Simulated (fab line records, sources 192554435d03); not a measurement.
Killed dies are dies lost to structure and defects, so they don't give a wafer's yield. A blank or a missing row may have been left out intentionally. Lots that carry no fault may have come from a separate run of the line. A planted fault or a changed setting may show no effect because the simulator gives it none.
Problem report in the 8D (eight disciplines) form, filled by code ; flow n5Finfet ; the parts of the form that need people (team, actions taken, sign-off) are left out

## 1. PROBLEM STATEMENT
Wafers without a fault read 16.83 nm, standard deviation 0.28; cdNm at N5_BEOL_M4_CD_MEAS_11 reads a mean of 6.35 nm on 6 wafers belonging to 2 lots. That is -37 standard deviations from the usual mean.
The step: target cd 16.79 nm.
First observed at day 9 19:06: wafer L694.1, on cdSem-03. The record holds 27 wafers of 9 lots with a number at this step. Rule for "out", or "out of limits": more than 4 standard deviations from the usual mean. Any other wafer with a number is counted as sound.

## 2. WHAT IT IS, WHAT IT ISN'T
question;is;is not
which readings at this step;cdNm;-
which lots;L694, L695;L685, L688, L689, L692, L698, L699, L701
which wafers of those lots;all that have a number;-
read on which gauges;cdSem-01, cdSem-03;cdSem-02
when;from day 9 19:06;"up to then (12 sound wafers); but 9 sound wafers of L698, L699, L701 came after"

## 3. THE SUSPECTS, EACH WITH WHAT RULES IT OUT
Counting: a tool stays on the suspect list if, at a process step up to the reading, it processed all lots that are out and no sound lot following the first of them.
- the gauge at N5_BEOL_M4_CD_MEAS_11 has been ruled out. The wafers that are out were read on 2 gauges (cdSem-01, cdSem-03).
- euvScanner-02 at N5_BEOL_M4_EXPOSE_08 (exposes mask M4): kept. Every lot that is out went through it, starting with L694 (day 9 18:58), and after that it ran no sound lot; the last sound lot it ran before then is L692 (day 9 00:46). Its own exposureDoseMJCm2 readings are out on those wafers.
Left after counting: euvScanner-02 at N5_BEOL_M4_EXPOSE_08.

## 4. THE CAUSE (what the simulator had put in)
Process parameters drifting: euvScanner-02 at N5_BEOL_M4_EXPOSE_08, beginning at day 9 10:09. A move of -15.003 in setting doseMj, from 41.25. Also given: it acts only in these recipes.
Counting left only this tool.

## 5. THE EFFECT CHAIN, in route order
Each row: a reading where the mean over the struck wafers with a number is more than 3 standard deviations away from the usual. Readings are gone through only where the record gives a usual standard deviation; hours: the median, over the lots, of the time from a lot's start at the first step in this table giving one to that lot's start at this step; sigmas: the change measured in usual standard deviations.
hours;step;reading;usual;on struck wafers;change;sigmas
0;N5_BEOL_M4_EXPOSE_08;exposureDoseMJCm2;41.19;27.65;-13.54;-99 or more
0;N5_BEOL_M4_CD_MEAS_11;cdNm;16.83 nm;6.35;-10.48;-37
1;N5_BEOL_M4_CD_MEAS_18;cdNm;17.9 nm;7.1;-10.8;-29
4;N5_BEOL_M4_CD_MEAS_35;cdNm;17.9 nm;7.2;-10.7;-26
Process steps it contains:
- N5_BEOL_M4_EXPOSE_08: exposes mask M4.

## 6. HOW IT WOULD HAVE BEEN CAUGHT EARLIER
Counted from the fault's start at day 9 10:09, it took 9 hours until the first out-of-limits reading at a measuring or inspecting step in this record, taken at day 9 19:06.
At N5_BEOL_M4_EXPOSE_08, the tool's own readings (exposureDoseMJCm2) were out on each struck wafer the step has a row for, so an alarm limit on them would have fired on the first such wafer.
Of the lots that are out (2), L695 began N5_BEOL_M4_EXPOSE_08 on euvScanner-02 after day 9 19:06. It would have been spared by a hold on the tool at that moment.
